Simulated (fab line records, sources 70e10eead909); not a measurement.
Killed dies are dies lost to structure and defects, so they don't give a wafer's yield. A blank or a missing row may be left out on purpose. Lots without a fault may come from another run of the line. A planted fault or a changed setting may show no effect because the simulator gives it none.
fab line records | flow nand_harc
record lots=4 wafers=12 last_day=32
route steps=1302 shown A_CHANNEL_HOLE_D1@450
lots that met no fault: from a run of the same line without faults
start_h: hours from the record's first day to the start of the lot's first wafer shown | wait_h: hours since the lot's step before | " the same as in the row above | L1.1+2: a row that stands for several wafers | - no value, or no start given | * or withheld: withheld | < > ~ a bound
route shown NAME@n: a module of which the file shows steps, and the number in the route of the first | usual: mean/standard deviation of fault-free wafers | same: alike in all rows | chamber/n: place in a boat | sites: the reading at each site | _std_site: their standard deviation | _edge_site: outer sites' mean less inner sites' | radius_mm: how far each site lies from the wafer's centre | mask NAME#n: copy n | behind: the tool/chamber that last shaped the wafer | hold: why the lot was held/for how many hours/how that ended | device: the transistor (n, p or np) that didn't switch | end of line: the same wafers' tests at the end of the route | a step without rows: its recipe alone | killed: dies lost to structure and defects at the first sort, not the wafer's yield | map: a wafer's dies, x killed, . not, _ none there
set.NAME: the setting as run; set.NAME@STEP: as run at that earlier step | model.NAME: the simulator's own value behind a step, which no gauge read
lots at some steps of the route; a table a step, a row a wafer
services: from which hour (start_h, from the record's first day; less than 0 if before it) a tool's chamber was out of use, for how many hours, and why
## steps
# step NHARC_A_CHANNEL_HOLE_D1_DEP_00
# recipe target_thk_a=31000 temp_c=400 material=aC
# step NHARC_A_CHANNEL_HOLE_D1_DEP_01
# recipe target_thk_a=1400 target_thk_nm=140 temp_c=400 pressure_torr=3.5 flow_sccm=200 rf_w=350 material=SiON
# step NHARC_A_CHANNEL_HOLE_D1_DEHYDRATE_02
# recipe temp_c=150 time_s=120
# step NHARC_A_CHANNEL_HOLE_D1_HMDS_03
# recipe time_s=30
# step NHARC_A_CHANNEL_HOLE_D1_COAT_36
# recipe temp_c=260 time_s=75
# step NHARC_A_CHANNEL_HOLE_D1_COAT_37
# recipe temp_c=225 time_s=65
# step NHARC_A_CHANNEL_HOLE_D1_COAT_04
# recipe spin_rpm=1500 resist_thk_nm=90
# step NHARC_A_CHANNEL_HOLE_D1_SOFTBAKE_05
# recipe temp_c=105 time_s=55
# step NHARC_A_CHANNEL_HOLE_D1_EBR_06
# step NHARC_A_CHANNEL_HOLE_D1_EXPOSE_07
# recipe na=1.35 target_cd_nm=100 sigma_outer=0.3 dose_mj=59.65 mask_id=HOLE_D1
# usual exposure_dose_mJ_cm2=59.63/0.059
# columns lot.wafer tool chamber start_h wait_h mask exposure_dose_mJ_cm2
L187.2 arfi_scanner-03 0 209.52 - HOLE_D1#0 59.59
L187.4 " 0 " " HOLE_D1#0 59.50
L187.6 " 0 " " HOLE_D1#0 59.70
L196.1 arfi_scanner-03 0 286.65 - HOLE_D1#0 62.97
L196.2 " 0 " " HOLE_D1#0 62.98
L196.4 " 0 " " HOLE_D1#0 62.94
L202.1 arfi_scanner-03 0 347.46 - HOLE_D1#0 62.38
L202.4 " 0 " " HOLE_D1#0 62.35
L202.6 " 0 " " HOLE_D1#0 62.41
L207.1 arfi_scanner-01 0 403.64 - HOLE_D1#0 59.51
L207.4 " 0 " " HOLE_D1#0 59.58
L207.6 " 0 " " HOLE_D1#0 59.59
# step NHARC_A_CHANNEL_HOLE_D1_PEB_08
# recipe peb_temp_c=100 peb_time_s=65
# step NHARC_A_CHANNEL_HOLE_D1_DEVELOP_09
# recipe develop_time_s=35 dev_temp_c=23
# step NHARC_A_CHANNEL_HOLE_D1_CD_MEAS_10
# recipe target_cd_nm=100 landing_energy_ev=500
# usual cd_nm=100.1/0.45
# columns lot.wafer tool chamber start_h wait_h cd_nm
L187.2 cd_sem-03 0 209.66 - 100.7
L187.4 " 0 " " 100.0
L187.6 " 0 " " 100.1
L196.1 cd_sem-03 0 286.79 - 102.7
L196.2 " 0 " " 102.4
L196.4 " 0 " " 101.9
L202.1 cd_sem-03 0 347.60 - 102.1
L202.4 " 0 " " 102.2
L202.6 " 0 " " 102.5
L207.1 cd_sem-02 0 403.78 - 100.3
L207.4 " 0 " " 99.9
L207.6 " 0 " " 100.3
# step NHARC_A_CHANNEL_HOLE_D1_DESCUM_15
# recipe time_s=3 o2_flow_sccm=200 ar_flow_sccm=0 bias_power_w=0 chemistry=O2
# usual drypump_motor_current_A=5.8/0.4 oes_product_au=0.999/0.0069 rf_vpp_V=57.8/0.97 showerhead_plenum_p_Torr=1.91/0.097 throttle_valve_pct=11.312/0.0083
# same time_s=3
# columns lot.wafer tool chamber start_h wait_h drypump_motor_current_A oes_product_au rf_hours_counter_h rf_vpp_V showerhead_plenum_p_Torr throttle_valve_pct model.A_CHANNEL_HOLE_D1.cd_nm
L187.2 rie_diel-03 2 209.91 0.1 5.0 0.998 27 57.9 1.89 11.329 100.4
L187.6 " 1 " " 5.2 1.015 - 57.1 1.76 11.312 99.64
L187.4 " 2 " " 5.0 1.000 - 57.6 1.89 11.328 99.96
L196.4 rie_diel-11 2 287.11 0.2 6.1 1.002 2 57.8 2.03 11.321 102.3
L196.2 " 3 " " 5.5 0.992 2 57.3 1.95 11.304 102.4
L196.1 " 1 " " 5.6 1.006 2 57.7 1.99 11.313 103.1
L202.4 rie_diel-11 1 347.81 0.1 5.6 0.994 7 57.1 1.99 11.327 102.3
L202.1 " 2 " " 6.1 0.992 7 58.0 2.03 11.316 101.6
L202.6 " 0 " " 6.1 0.990 - 56.7 1.77 11.322 102.5
L207.4 rie_diel-11 1 403.96 0.1 5.6 1.003 11 58.2 1.98 11.302 100.3
L207.1 " 2 " " 6.1 0.986 12 58.9 2.03 11.308 100.5
L207.6 " 1 " " 5.6 1.001 - 57.6 1.98 11.324 100.8
# step NHARC_A_CHANNEL_HOLE_D1_ETCH_38
# recipe target_depth_a=390 over_etch_frac=0.3 time_s=65 ion_energy_ev=80 cf4_flow_sccm=150 ar_flow_sccm=0 rf_w=300 bias_w=100 chemistry=CF4
# step NHARC_A_CHANNEL_HOLE_D1_ETCH_39
# recipe target_depth_a=2600 over_etch_frac=0.3 time_s=325 ion_energy_ev=200 n2_flow_sccm=150 h2_flow_sccm=150 ar_flow_sccm=0 rf_w=400 bias_w=150 chemistry=N2/H2
# step NHARC_A_CHANNEL_HOLE_D1_ETCH_34
# recipe target_depth_a=1540 time_s=77 cf4_flow_sccm=100 chf3_flow_sccm=30 ar_flow_sccm=0 rf_w=500 bias_w=200 chemistry=CF4/CHF3
# step NHARC_A_CHANNEL_HOLE_D1_ETCH_16
# recipe target_depth_a=31000 over_etch_frac=0.3 time_s=806 ion_energy_ev=150 o2_flow_sccm=400 cos_flow_sccm=20 ar_flow_sccm=0 rf_w=500 bias_w=300 chemistry=O2/COS
# step NHARC_A_CHANNEL_HOLE_D1_ETCH_19
# recipe bias_v=1200 source_w=2500 pressure_mtorr=15 time_s=34.5 ar_flow_sccm=375 c4f8_flow_sccm=28.8 o2_flow_sccm=96.2 temp_c=-20 target_depth_a=* chemistry=C4F8/O2/Ar
# step NHARC_A_CHANNEL_HOLE_D1_ETCH_20
# recipe bias_v=3000 source_w=withheld pressure_mtorr=20 time_s=361.9 ar_flow_sccm=375 c4f8_flow_sccm=89.3 o2_flow_sccm=35.7 temp_c=-20 target_depth_a=16000 chemistry=C4F8/O2/Ar
# step NHARC_A_CHANNEL_HOLE_D1_ETCH_21
# recipe bias_v=3000 source_w=withheld pressure_mtorr=20 time_s=514.3 ar_flow_sccm=375 c4f8_flow_sccm=89.3 o2_flow_sccm=35.7 temp_c=-20 target_depth_a=16000 chemistry=C4F8/O2/Ar
# step NHARC_A_CHANNEL_HOLE_D1_ETCH_22
# recipe bias_v=3000 source_w=withheld pressure_mtorr=20 time_s=666.7 ar_flow_sccm=375 c4f8_flow_sccm=89.3 o2_flow_sccm=35.7 temp_c=-20 target_depth_a=16000 chemistry=C4F8/O2/Ar
# step NHARC_A_CHANNEL_HOLE_D1_ETCH_23
# recipe bias_v=5000 source_w=withheld pressure_mtorr=20 time_s=819 ar_flow_sccm=375 c4f8_flow_sccm=89.3 o2_flow_sccm=35.7 temp_c=-20 target_depth_a=16000 chemistry=C4F8/O2/Ar
# step NHARC_A_CHANNEL_HOLE_D1_ETCH_24
# recipe bias_v=5000 source_w=withheld pressure_mtorr=20 time_s=906.2 ar_flow_sccm=375 c4f8_flow_sccm=93.8 o2_flow_sccm=31.2 temp_c=-20 target_depth_a=15000 chemistry=C4F8/O2/Ar
# step NHARC_A_CHANNEL_HOLE_D1_ETCH_25
# recipe bias_v=5000 source_w=withheld pressure_mtorr=20 time_s=1040.2 ar_flow_sccm=375 c4f8_flow_sccm=93.8 o2_flow_sccm=31.2 temp_c=-20 target_depth_a=15000 chemistry=C4F8/O2/Ar
# step NHARC_A_CHANNEL_HOLE_D1_ETCH_26
# recipe bias_v=300 source_w=2000 pressure_mtorr=30 time_s=224.1 ar_flow_sccm=375 c4f8_flow_sccm=11.4 o2_flow_sccm=113.6 temp_c=-20 target_depth_a=3000 chemistry=C4F8/O2/Ar
# step NHARC_A_CHANNEL_HOLE_D1_ETCH_33
# recipe bias_v=400 source_w=2000 pressure_mtorr=25 time_s=90 ar_flow_sccm=375 c4f8_flow_sccm=41.7 o2_flow_sccm=83.3 temp_c=-20 target_depth_a=4000 chemistry=C4F8/O2/Ar
# step NHARC_A_CHANNEL_HOLE_D1_STRIP_41
# recipe n2_flow_sccm=150 h2_flow_sccm=150 ar_flow_sccm=0 bias_w=0 chemistry=N2/H2
# step NHARC_A_CHANNEL_HOLE_D1_STRIP_42
# recipe cf4_flow_sccm=100 chf3_flow_sccm=30 ar_flow_sccm=0 bias_w=0 chemistry=CF4/CHF3
# step NHARC_A_CHANNEL_HOLE_D1_STRIP_43
# recipe o2_flow_sccm=400 cos_flow_sccm=20 ar_flow_sccm=0 bias_w=0 chemistry=O2/COS
# step NHARC_A_CHANNEL_HOLE_D1_ETCH_44
# recipe target_depth_a=1400 overetch_a=140 time_s=77 ion_energy_ev=100 cf4_flow_sccm=80 o2_flow_sccm=20 ar_flow_sccm=0 rf_w=300 bias_w=100 chemistry=CF4/O2
# usual drypump_motor_current_A=5.8/0.37 oes_product_au=0.999/0.0069 rf_vpp_V=198.1/1.5 showerhead_plenum_p_Torr=1.34/0.066 throttle_valve_pct=13.396/0.0094
# same time_s=77
# columns lot.wafer tool chamber start_h wait_h drypump_motor_current_A oes_product_au rf_hours_counter_h rf_vpp_V showerhead_plenum_p_Torr throttle_valve_pct model.A_CHANNEL_HOLE_D1.cd_nm
L187.4 rie_diel-03 1 220.19 0.1 5.2 1.006 37 195.1 1.23 13.413 89.88
L187.2 " 3 " " 6.2 1.001 28 198.4 1.34 13.395 89.99
L187.6 " 0 " " 6.0 1.006 - 198.3 1.35 13.376 89.96
L196.2 rie_diel-11 1 293.10 0.1 5.6 0.996 3 199.4 1.38 13.390 92.53
L196.1 " 2 " " 6.1 0.994 3 199.3 1.41 13.406 92.61
L196.4 " 1 " " 5.6 0.983 - 200.1 1.39 13.391 92.64
L202.4 rie_diel-11 2 353.86 0.1 6.1 1.000 8 199.7 1.41 13.397 91.79
L202.1 " 3 " " 5.4 0.993 7 198.5 1.36 13.404 91.48
L202.6 " 2 " " 6.1 1.003 - 199.0 1.41 13.390 92.07
L207.4 rie_diel-12 3 410.95 0.1 5.9 1.005 49 200.6 1.43 13.393 89.09
L207.1 " 1 " " 6.2 1.007 49 196.5 1.23 13.383 89.95
L207.6 " 3 " " 5.9 0.998 - 199.9 1.43 13.381 89.83
# step NHARC_A_CHANNEL_HOLE_D1_STRIP_27
# recipe o2_flow_sccm=500 ar_flow_sccm=0 bias_w=0 chemistry=O2
## services
# columns tool chamber start_h hours kind
rie_diel-11 0 185.56 - clean
rie_diel-11 1 185.56 - clean
rie_diel-11 2 185.56 - clean
rie_diel-11 3 185.56 - clean
rie_diel-11 1 188.05 3.1 repair
rie_diel-12 3 193.36 5.1 repair
arfi_scanner-03 - 196.00 4.0 pm
rie_diel-03 3 206.14 10.4 repair
rie_diel-11 0 210.10 - clean
rie_diel-11 1 210.10 - clean
rie_diel-11 2 210.10 - clean
arfi_scanner-03 - 221.01 0.7 repair
arfi_scanner-01 - 252.00 4.0 pm
rie_diel-11 - 255.50 9.0 pm
rie_diel-12 - 268.56 9.0 pm
arfi_scanner-01 - 272.08 3.9 repair
arfi_scanner-03 - 278.38 1.4 repair
rie_diel-03 - 281.33 9.0 pm
rie_diel-11 0 288.89 7.0 repair
rie_diel-11 3 291.10 7.6 repair
rie_diel-12 0 328.95 3.0 repair
arfi_scanner-03 - 333.84 0.6 repair
rie_diel-03 1 334.10 4.4 repair
arfi_scanner-03 - 368.00 4.0 pm
## key
first_sign step=NHARC_A_CHANNEL_HOLE_D1_EXPOSE_07 reading=exposure_dose_mJ_cm2 direction=up sigmas=51 usual=59.63 struck=62.67
effect step=NHARC_A_CHANNEL_HOLE_D1_CD_MEAS_10 reading=cd_nm direction=up sigmas=4.8 usual=100.1 struck=102.3 through=control_loop
model_effect step=NHARC_A_CHANNEL_HOLE_D1_DESCUM_15 value=A_CHANNEL_HOLE_D1.cd_nm without=99.99 struck=102.4
model_effect step=NHARC_A_CHANNEL_HOLE_D1_ETCH_44 value=A_CHANNEL_HOLE_D1.cd_nm without=89.79 struck=92.19
met_at NHARC_A_CHANNEL_HOLE_D1_EXPOSE_07
struck_wafers L196.1,L196.2,L196.4,L202.1,L202.4,L202.6
tester_left_out L196,L202
loop_trim step=NHARC_A_CHANNEL_HOLE_D1_EXPOSE_07 setting=dose lots=L202
onset_between 209.52 286.65
fault kind=process_parameter_drift tool=arfi_scanner-03 chamber=- onset_h=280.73 steps=NHARC_A_CHANNEL_HOLE_D1_EXPOSE_07 channel=dose_mj offset=3.3956 shape=step acts_in=these_recipes_only stated=59.65
# tester_left_out: of these lots the tester's yield and bins aren't shown, on N5 and GAA mostly nor the transistor test; their killed dies are dies lost to structure and defects alone, not to doping, threshold or leakage, so they don't give the yield
# loop_trim: a control loop set the setting to another value than it would have without faults
